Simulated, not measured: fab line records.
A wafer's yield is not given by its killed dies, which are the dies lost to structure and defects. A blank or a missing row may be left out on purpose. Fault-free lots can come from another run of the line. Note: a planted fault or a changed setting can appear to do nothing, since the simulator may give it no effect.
A lot that was struck, set against a sound lot    flow nandHarc    12 out of 1159 route steps
Sound: wafers L753.1, L753.3, L753.6. Wafers struck: L746.2, L746.3, L746.4. The cause is given at the end.
Each step with rows lists, per side, the tool, then ch with its chambers, then its first start. Under that, the readings that differ: sound wafers    struck wafers    difference of the means    sigmas: that difference in standard deviations of wafers without a fault.
alike: same words and numbers on both sides, and readings whose means sit less than 2 such deviations apart. not compared: any withheld reading, any reading some wafer has no value for, any bound like >300 that may hide the same value, and any number with overlapping values for which the record gives no deviation.
The two part at a step that has a row with sigmas, a row that says differs or no value, or rows on one side only. Numbers that don't overlap but have no deviation are shown without sigmas and don't part them. A reading missing from all wafers of one side parts the sides only when that side holds two or more wafers.

NHARC_A_CHANNEL_FILL_D1_CMP_10: polishes, target thk 150 nm.
  sound on cmp-04 ch 1,3, day 15 11:54; struck on cmp-04 ch 0,2,3, day 13 19:58
  alike: motorCurrentA, retainingRingPressureFrac, timeToEndpointS
next, for these wafers, 1 step has no rows: NHARC_A_CHANNEL_FILL_D1_SRD_12.
NHARC_A_CHANNEL_FILL_D1_RTA_24: time 5 s.
  sound on rtpAnneal-01 ch 0, day 15 12:17; struck on rtpAnneal-01 ch 0, day 13 20:25
  alike: lampPowerPct, wafer_temp_C_max
NHARC_A_CHANNEL_FILL_D1_INSPECT_13:
  sound: defectInspect-01 at day 15 14:47; struck: defectInspect-01 at day 13 20:35
  alike: rawDefectCount
NHARC_A_STAIRCASE_DEP_156: deposits SiNx, target thk 50 nm.
  sound on pecvd-03 ch 0,1, day 15 14:51; struck on pecvd-03 ch 0,1,2, day 13 20:40
  alike: heaterPowerW
then, 5 steps without rows for these wafers: NHARC_A_STAIRCASE_DEHYDRATE_158 (time 120 s); NHARC_A_STAIRCASE_HMDS_159 (time 30 s); NHARC_A_STAIRCASE_COAT_160; NHARC_A_STAIRCASE_SOFTBAKE_161 (time 170 s); NHARC_A_STAIRCASE_EBR_162.
NHARC_A_STAIRCASE_EXPOSE_163: exposes mask STAIR OPEN.
  sound on krfScanner-02 ch 0, day 15 15:27; struck on krfScanner-03, day 13 21:16
  no value came back on the struck wafers for exposureDoseMJCm2, focusOffsetNm (nm); on the sound wafers exposureDoseMJCm2 reads 20.016 20.013 20.017
  alike: mask
then, 1 step without rows for these wafers: NHARC_A_STAIRCASE_PEB_164 (peb time 130 s).

WHERE THEY PART
Only at NHARC_A_STAIRCASE_EXPOSE_163, within this record.

WHY: whatever the simulator had introduced
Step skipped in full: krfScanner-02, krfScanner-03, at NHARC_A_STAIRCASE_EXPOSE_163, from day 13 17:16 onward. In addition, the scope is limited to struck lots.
